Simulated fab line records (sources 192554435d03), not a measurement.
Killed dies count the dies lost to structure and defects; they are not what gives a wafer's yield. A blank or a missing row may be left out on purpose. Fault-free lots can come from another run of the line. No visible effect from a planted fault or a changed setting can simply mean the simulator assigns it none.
fab line records    flow n5Finfet
record: lots: 13  wafers: 38  lastDay: 18
route steps=1938 shown BEOL_M6@1250 BEOL_M7@1269 PASSIVATION@1936
lots that met no fault: from a run of the same line without faults
startH: hours from the record's first day to the start of the lot's first wafer shown    waitH: hours since the lot's step before    " the same as in the row above    L1.1+2: several wafers, shown together as one row    - no value, or no start given    * or withheld: withheld    < > ~ a bound
route shown NAME@n: NAME is a module with steps in the file, n the number in the route of the first one    usual: average and standard deviation across the fault-free wafers    same: alike in all rows    chamber/n: place in a boat    sites: readings site by site    _std_site: standard deviation across them    _edge_site: outer sites' mean less inner sites'    radiusMm: for every site, how far away it sits from the centre of the wafer    mask NAME#n: copy n    behind: tool/chamber where the wafer was last shaped    hold: the reason the lot was held/the length of the hold in hours/how it ended    device: the n, p or np transistor that did not switch    end of line: tests run on the same wafers once the route is complete    a step given without rows: its recipe and nothing more    killed: count of dies lost to structure and defects at first sort (not the wafer's yield)    map: shows each die of a wafer: x if killed, . if not, _ if none is there
set.NAME: the setting the step ran with; set.NAME@STEP: the setting that earlier step ran with    model.NAME: the simulator's own value behind a step, which no gauge read
the route's steps for a sample of lots (tables are steps, rows are wafers)
services: when a tool's chamber went out of use (startH, in hours from the record's first day, below 0 if earlier), for how many hours, and the reason
== steps ==
step: N5_BEOL_M6_PRE_CLEAN_45
recipe: gas: H2/He  timeS: 30  tempC: 250
usual: heaterPowerW: 334/23  susceptorTempC: 250.01/0.16
lot.wafer  tool           chamber  startH  waitH  heaterPowerW  susceptorTempC
L502.3     pvdSputter-02  -        197.55  0.0    319           250.19
L502.4     "              -        "       "      349           250.08
L502.6     "              -        "       "      373           250.06
L505.3     pvdSputter-03  -        224.69  0.0    335           250.06
L505.4     "              -        "       "      300           250.12
L505.6     "              -        "       "      336           250.01
L507.1     pvdSputter-03  -        235.03  0.0    358           249.90
L507.4     "              -        "       "      340           250.03
L507.6     "              -        "       "      336           250.31
L510.2     pvdSputter-02  -        244.65  0.0    313           249.92
L510.4     "              -        "       "      372           250.15
L510.5     "              -        "       "      342           250.26
L509.3     pvdSputter-02  -        244.91  0.0    305           250.23
L509.5     "              -        "       "      320           250.16
L509.6     "              -        "       "      317           249.83
L511.1     pvdSputter-03  -        252.97  0.0    366           250.03
L511.4     "              -        "       "      332           250.39
L511.6     "              -        "       "      364           249.85
L512.1     pvdSputter-02  -        260.36  0.0    366           250.13
L512.4     "              -        "       "      317           250.28
L512.6     "              -        "       "      331           249.91
L515.1     pvdSputter-03  -        275.81  0.0    343           249.84
L515.3     "              -        "       "      284           250.09
L515.5     "              -        "       "      302           249.99
L514.2     pvdSputter-02  -        276.34  0.0    369           250.13
L514.3     "              -        "       "      301           250.11
L514.4     "              -        "       "      341           250.23
L518.1     pvdSputter-02  -        289.51  0.0    327           249.94
L518.3     "              -        "       "      317           249.96
L518.6     "              -        "       "      316           249.84
L516.1     pvdSputter-02  -        298.96  0.0    318           249.90
L516.4     "              -        "       "      364           250.04
L516.5     "              -        "       "      312           250.03
L519.1     pvdSputter-03  -        323.15  0.0    293           249.83
L519.2     "              -        "       "      352           250.24
L519.4     "              -        "       "      290           250.02
L525.2     pvdSputter-03  -        338.15  0.0    336           250.14
L525.5     "              -        "       "      278           250.07
step: N5_BEOL_M6_SURFACE_TREAT_79
recipe: gas: Ar  timeS: *  ionEnergyEv: *  ionCurrentMaCm2: 0.5  pressureMtorr: *  arFlowSccm: 30
usual: throttleValvePct: *
lot.wafer  tool           chamber  startH  waitH  throttleValvePct
L502.3     pvdSputter-02  -        198.01  0.3    *
L502.4     "              -        "       "      *
L502.6     "              -        "       "      *
L505.3     pvdSputter-03  -        225.07  0.2    *
L505.4     "              -        "       "      *
L505.6     "              -        "       "      *
L507.1     pvdSputter-02  -        235.63  0.4    *
L507.4     "              -        "       "      *
L507.6     "              -        "       "      *
L510.2     pvdSputter-02  -        245.19  0.3    *
L510.4     "              -        "       "      *
L510.5     "              -        "       "      *
L509.3     pvdSputter-02  -        245.35  0.2    *
L509.5     "              -        "       "      *
L509.6     "              -        "       "      *
L511.1     pvdSputter-01  -        253.37  0.2    *
L511.4     "              -        "       "      *
L511.6     "              -        "       "      *
L512.1     pvdSputter-02  -        260.82  0.2    *
L512.4     "              -        "       "      *
L512.6     "              -        "       "      *
L515.1     pvdSputter-03  -        276.17  0.2    *
L515.3     "              -        "       "      *
L515.5     "              -        "       "      *
L514.2     pvdSputter-02  -        276.84  0.3    *
L514.3     "              -        "       "      *
L514.4     "              -        "       "      *
L518.1     pvdSputter-03  -        290.03  0.3    *
L518.3     "              -        "       "      *
L518.6     "              -        "       "      *
L516.1     pvdSputter-02  -        299.50  0.3    *
L516.4     "              -        "       "      *
L516.5     "              -        "       "      *
L519.1     pvdSputter-03  -        323.57  0.2    *
L519.2     "              -        "       "      *
L519.4     "              -        "       "      *
L525.2     pvdSputter-02  -        340.28  1.9    *
L525.5     "              -        "       "      *
step: N5_BEOL_M6_ANNEAL_51
recipe: tempC: 225  timeS: 90  ambient: N2
usual: annealTempCMax: 226.15/0.27  wafer_temp_C_max: 225.9/0.43
lot.wafer  tool          chamber  startH  waitH  annealTempCMax  wafer_temp_C_max
L502.3     rtpAnneal-02  0        198.57  0.1    225.75          225.8
L502.4     "             0        "       "      225.80          225.7
L502.6     "             0        "       "      225.85          225.9
L505.3     rtpAnneal-02  0        225.99  0.3    226.06          225.3
L505.4     "             0        "       "      226.43          225.4
L505.6     "             0        "       "      225.78          225.6
L507.1     rtpAnneal-01  0        236.78  0.6    226.41          226.1
L507.4     "             0        "       "      226.60          225.9
L507.6     "             0        "       "      226.34          226.1
L510.2     rtpAnneal-02  0        245.76  0.2    226.25          225.8
L510.4     "             0        "       "      226.27          225.9
L510.5     "             0        "       "      225.95          225.7
L509.3     rtpAnneal-01  0        246.27  0.4    226.35          226.3
L509.5     "             0        "       "      226.22          226.5
L509.6     "             0        "       "      226.39          226.4
L511.1     rtpAnneal-02  0        254.06  0.3    226.07          225.9
L511.4     "             0        "       "      225.54          225.5
L511.6     "             0        "       "      226.17          225.9
L512.1     rtpAnneal-02  0        261.68  0.2    226.53          225.4
L512.4     "             0        "       "      226.06          225.1
L512.6     "             0        "       "      226.65          225.4
L515.1     rtpAnneal-02  0        276.58  0.1    226.41          225.5
L515.3     "             0        "       "      226.16          225.9
L515.5     "             0        "       "      225.91          225.8
L514.2     rtpAnneal-01  0        278.07  0.8    226.64          226.8
L514.3     "             0        "       "      226.30          226.2
L514.4     "             0        "       "      226.27          226.9
L518.1     rtpAnneal-02  0        291.13  0.5    225.79          225.6
L518.3     "             0        "       "      226.33          225.4
L518.6     "             0        "       "      225.79          225.1
L516.1     rtpAnneal-02  0        300.13  0.3    226.02          225.5
L516.4     "             0        "       "      226.24          225.8
L516.5     "             0        "       "      225.95          225.7
L519.1     rtpAnneal-01  0        324.24  0.3    226.27          226.4
L519.2     "             0        "       "      226.01          226.2
L519.4     "             0        "       "      226.19          226.4
L525.2     rtpAnneal-01  0        340.94  0.3    226.41          226.2
L525.5     "             0        "       "      226.08          226.7
step: N5_BEOL_M7_COAT_60
recipe: resist: SiARC  tempC: 220  timeS: 60  spinRpm: 1500  resistThkNm: 35
usual: spinSpeedRpm: 1500.1/0.79
lot.wafer  tool           chamber  startH  waitH  spinSpeedRpm
L502.3     lithoTrack-05  0        200.13  -      1499.3
L502.4     "              0        "       "      1500.2
L502.6     "              0        "       "      1500.5
L505.3     lithoTrack-05  0        229.35  -      1499.6
L505.4     "              0        "       "      1501.2
L505.6     "              0        "       "      1499.5
L507.1     lithoTrack-05  0        240.50  -      1678.3
L507.4     "              0        "       "      1678.6
L507.6     "              0        "       "      1678.0
L510.2     lithoTrack-04  0        249.24  -      1499.4
L510.4     "              0        "       "      1500.0
L510.5     "              0        "       "      1500.8
L509.3     lithoTrack-05  0        249.56  -      1678.7
L509.5     "              0        "       "      1678.3
L509.6     "              0        "       "      1678.6
L511.1     lithoTrack-03  0        256.42  -      1500.1
L511.4     "              0        "       "      1498.8
L511.6     "              0        "       "      1500.2
L512.1     lithoTrack-03  0        263.69  -      1499.7
L512.4     "              0        "       "      1501.0
L512.6     "              0        "       "      1499.3
L515.1     lithoTrack-04  0        280.16  -      1499.8
L515.3     "              0        "       "      1497.9
L515.5     "              0        "       "      1498.9
L514.2     lithoTrack-04  0        281.58  -      1499.4
L514.3     "              0        "       "      1498.5
L514.4     "              0        "       "      1499.7
L518.1     lithoTrack-04  0        293.00  -      1500.3
L518.3     "              0        "       "      1499.8
L518.6     "              0        "       "      1499.8
L516.1     lithoTrack-04  0        301.85  -      1501.7
L516.4     "              0        "       "      1500.6
L516.5     "              0        "       "      1500.7
L519.1     lithoTrack-03  0        327.11  -      1499.0
L519.2     "              0        "       "      1500.5
L519.4     "              0        "       "      1501.4
L525.2     lithoTrack-04  0        342.82  -      1498.8
L525.5     "              0        "       "      1500.1
step: N5_PASSIVATION_PROBE_49
usual: defectLimitedYield: 91.7/1.4  killed_at_M0_to_M3: 31/11  killed_at_M4_up: 13/4.6  killedAtContacts: 13/6.7  killedAtFrontEnd: 39/9.6  killedAtOther: 3.5/2.8  killedDies: 98/16  killedOpen: 64/11  killedShort: 33/8.5  sort_bin_5_function: 4.9/0.96  sort_bin_6_memory: 3.1/0.59  sort_bin_8_speed: 0.2/1.3  sortNPass: 1080/23
same: grossDies: 1180  killedAtBackSide: 0  sort_bin_4_leakage[%]: 0
lot.wafer  tool       chamber  startH  waitH  defectLimitedYield[%]  killed_at_M0_to_M3  killed_at_M4_up  killedAtContacts  killedAtFrontEnd  killedAtOther  killedDies  killedOpen  killedShort  sort_bin_5_function[%]  sort_bin_6_memory[%]  sort_bin_8_speed[%]  sortNPass
L518.1     prober-02  -        377.50  0.0    91.3                   48                  5                8                 41                1              103         60          42           4.7                     3.3                   0.1                  1077
L518.3     prober-02  -        377.60  0.1    92.5                   27                  5                3                 44                10             89          56          33           4.7                     2.4                   0                    1091
L518.6     prober-02  -        377.75  0.3    92.4                   36                  5                14                32                3              90          63          25           4.8                     2.5                   0                    1090
killed by level:class
L518.1 BEOL_M0_SAQP:geometricParticle:short=12 BEOL_M1:geometricParticle:open=10 BEOL_M2:geometricParticle:open=9 MOL_CONTACT_COAG:geometricParticle:open=8 BEOL_M0_SAQP:geometricParticle:open=8 GATE_CUT:geometricParticle:short=7 STI_FIN_REVEAL:geometricParticle:open=5 STARTING-WAFER:geometricParticle:short=5
L518.3 GATE_CUT:geometricParticle:short=12 STI_FIN_REVEAL:geometricParticle:open=7 BEOL_M3:geometricParticle:open=6 BEOL_M0_SAQP:geometricParticle:short=6 FIN_SAQP:geometricParticle:open=5 DUMMY_GATE:geometricParticle:open=5 GATE_CUT:geometricParticle:open=5 PAD_METAL:geometricParticle:open=5
L518.6 MOL_CONTACT_COAG:geometricParticle:open=12 BEOL_M0_SAQP:geometricParticle:open=11 BEOL_M0_SAQP:geometricParticle:short=9 STI_FIN_REVEAL:geometricParticle:open=7 DUMMY_GATE:geometricParticle:open=5 BEOL_M1:geometricParticle:open=5 BEOL_M3:geometricParticle:open=5 FIN_SAQP:geometricParticle:open=4
== services ==
tool           chamber  startH  hours  kind
lithoTrack-04  -        318.14  -      consumableReplace:filter
lithoTrack-03  -        328.51  -      consumableReplace:filter
== key ==
firstSign: step: N5_BEOL_M7_COAT_60  reading: spinSpeedRpm  direction: up  sigmas: 99+  usual: *  struck: *
effect none on later readings
metAt N5_BEOL_M7_COAT_60
struckLots L507,L509
rowsEnd L507.1,L507.4,L507.6
notActingAt N5_BEOL_M6_PRE_CLEAN_45,N5_BEOL_M6_SURFACE_TREAT_79,N5_BEOL_M6_ANNEAL_51
onsetBetween 229.35 240.50
fault: kind: processParameterDrift  tool: lithoTrack-05  chamber: -  onsetH: 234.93  steps: N5_BEOL_M7_COAT_60  channel: spinRpm  offset: *  shape: step  actsIn: *  stated: *
rowsEnd: these wafers met a further fault down the route, and their rows from its step on are left out
